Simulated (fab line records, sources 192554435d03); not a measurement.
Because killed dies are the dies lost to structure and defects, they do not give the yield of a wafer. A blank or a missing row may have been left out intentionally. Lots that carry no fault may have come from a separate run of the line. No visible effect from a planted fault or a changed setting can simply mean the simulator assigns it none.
A struck lot beside a sound one | flow n5_finfet | 34 steps out of a route of 1938
Sound: these wafers, L415.2, L415.4, L415.6. Struck: wafers L423.1, L423.5. (L423.3 of the same lot was not struck and is left out.) The cause comes at the end.
Per side, at each step with rows, come the tool, then ch with its chambers, and then its first start. Under that, the readings that differ: sound wafers | struck wafers | difference of the means | sigmas: that difference in standard deviations of wafers without a fault.
alike: readings with means less than 2 such deviations apart, plus words and numbers identical on both sides. not compared: withheld readings, readings lacking a value on some wafer, bounds such as >300 that could conceal the same value, and numbers that have no deviation in the record and whose values overlap.
The two part at a step that has a row with sigmas, a row that says differs or no value, or rows on one side only. Numbers that have no deviation but don't overlap get no sigmas and don't part them. Lack of a reading on every wafer of one side parts them only where that side has two or more wafers.

first, 2 steps without rows for these wafers: N5_BEOL_M6_PRECLEAN_42 (cleans in residue remover, time 60 s); N5_BEOL_M6_SRD_43 (time 30 s).
N5_BEOL_M6_CD_MEAS_35: target cd 40 nm, target cd y 28 nm.
  struck on cd_sem-01, day 11 06:41; sound on cd_sem-03, day 9 08:07
  alike: cd_nm
N5_BEOL_M6_CURE_75: cures SiCOH lowk, time 120 s.
  sound on uv_cure-01 ch 1, day 9 08:12; struck on uv_cure-01 ch 1, day 11 06:43
  alike: lamp_power_pct, wafer_temp_C_max
then, 3 steps without rows for these wafers: N5_BEOL_M6_DEGAS_44 (time 60 s); N5_BEOL_M6_PRE_CLEAN_45 (time 30 s); N5_BEOL_M6_ALD_77 (deposits TaN, target thk 2 nm, pulse time 2 s, purge time 3 s).
N5_BEOL_M6_SURFACE_TREAT_79:
  struck on pvd_sputter-03, day 11 07:44; sound on pvd_sputter-02, day 9 09:01
  not compared: throttle_valve_pct
then, 3 steps without rows for these wafers: N5_BEOL_M6_CVD_78 (deposits Co from CCTBA/H2, target thk 2 nm, time 142.3 s); N5_BEOL_M6_SPUTTER_48 (material Cu, target thk 10 nm, time 1.667 s); N5_BEOL_M6_ECD_50 (material Cu, target thk 300 nm).
N5_BEOL_M6_ANNEAL_51: time 90 s.
  sound on rtp_anneal-01 ch 0, day 9 09:41; struck on rtp_anneal-01 ch 0, day 11 08:30
  reading          | sound                | struck        | difference | sigmas
  wafer_temp_C_max | 226.08 226.32 225.91 | 225.58 225.64 | -0.49      | -2
N5_BEOL_M6_CMP_52: polishes, stops on SiCOH lowk, t overpolish 6.9 s, target thk 80 nm.
  sound on cmp-01 ch 0,1,3, day 9 10:00; struck on cmp-01 ch 2, day 11 08:47
  alike: barrier_field_endpoint_s, motor_current_A, overpolish_run_s, time_to_endpoint_s
then, 1 step without rows for these wafers: N5_BEOL_M6_PRE_CLEAN_55 (time 15 s).
N5_BEOL_M6_DEP_56: deposits SiCN from 3MS/NH3, target thk 10 nm, time 17.5 s.
  sound on pecvd-03 ch 0,1, day 9 10:17; struck on pecvd-02 ch 2, day 11 09:09
  alike: showerhead_plenum_p_Torr, throttle_valve_pct
N5_BEOL_M6_INSPECT_58: inspects for defects (darkfield).
  struck on defect_inspect-02, day 11 09:15; sound on defect_inspect-01, day 9 10:23
  reading          | sound    | struck  | difference | sigmas
  raw_defect_count | 77 68 95 | 922 916 | +839       | +38
then, 2 steps without rows for these wafers: N5_BEOL_M7_ILD_DEP_00 (deposits SiCOH lowk from DEMS/porogen, target thk 179.75 nm, time 33.4 s); N5_BEOL_M7_CURE_74 (cures SiCOH lowk, time 240 s).
N5_BEOL_M7_THK_MEAS_01:
  struck on film_metro-01, day 11 09:52; sound on film_metro-02, day 9 11:01
  alike: M7_ILD_THK
then, 1 step without rows for these wafers: N5_BEOL_M7_PECVD_70 (deposits SiO2 from TEOS/O2, target thk 20 nm, time 22.7 s).
N5_BEOL_M7_HM_DEP_02: deposits TiN, target thk 20 nm.
  struck on pvd_sputter-02, day 11 11:11; sound on pvd_sputter-03, day 9 11:30
  alike: substrate_temp_c, throttle_valve_pct
then, 8 steps without rows for these wafers: N5_BEOL_M7_COAT_59 (time 60 s, resist thk 100 nm); N5_BEOL_M7_COAT_60 (time 60 s, resist thk 35 nm); N5_BEOL_M7_COAT_05 (resist thk 90 nm); N5_BEOL_M7_EBR_07; N5_BEOL_M7_SOFTBAKE_06 (time 60 s); N5_BEOL_M7_EXPOSE_08 (exposes mask M7); N5_BEOL_M7_PEB_09 (peb time 60 s); N5_BEOL_M7_DEVELOP_10 (develop time 30 s).
N5_BEOL_M7_CD_MEAS_11: the cd target is 38.5 nm.
  sound on cd_sem-02 ch 0, day 9 11:52; struck on cd_sem-02 ch 0, day 11 11:46
  alike: cd_nm
N5_BEOL_M7_OVL_MEAS_12:
  sound on overlay-02 ch 0, day 9 11:54; struck on overlay-01 ch 0, day 11 11:48
  alike: M7_OVL
N5_BEOL_M7_INSPECT_13: inspects for defects (brightfield).
  struck on defect_inspect-02, day 11 11:49; sound on defect_inspect-02, day 9 11:56
  reading          | sound       | struck    | difference | sigmas
  raw_defect_count | 422 381 477 | 1178 1181 | +753       | +9
then, 1 step without rows for these wafers: N5_BEOL_M7_DESCUM_16 (chemistry O2, time 7.9 s).
-- the record jumps here: 3 days lie between the struck wafers' starts before and after (it left off in module BEOL_M7 and takes up again in module PASSIVATION, whose first step shown is number 1936 of the route) --
N5_PASSIVATION_PROBE_49:
  rows exist in the record for the struck wafers here (prober-02, day 14 20:43), but not for the sound ones

WHERE THEY PART
Earliest at N5_BEOL_M6_ANNEAL_51; latest, in this record, at N5_PASSIVATION_PROBE_49.

WHY: whatever the simulator had introduced
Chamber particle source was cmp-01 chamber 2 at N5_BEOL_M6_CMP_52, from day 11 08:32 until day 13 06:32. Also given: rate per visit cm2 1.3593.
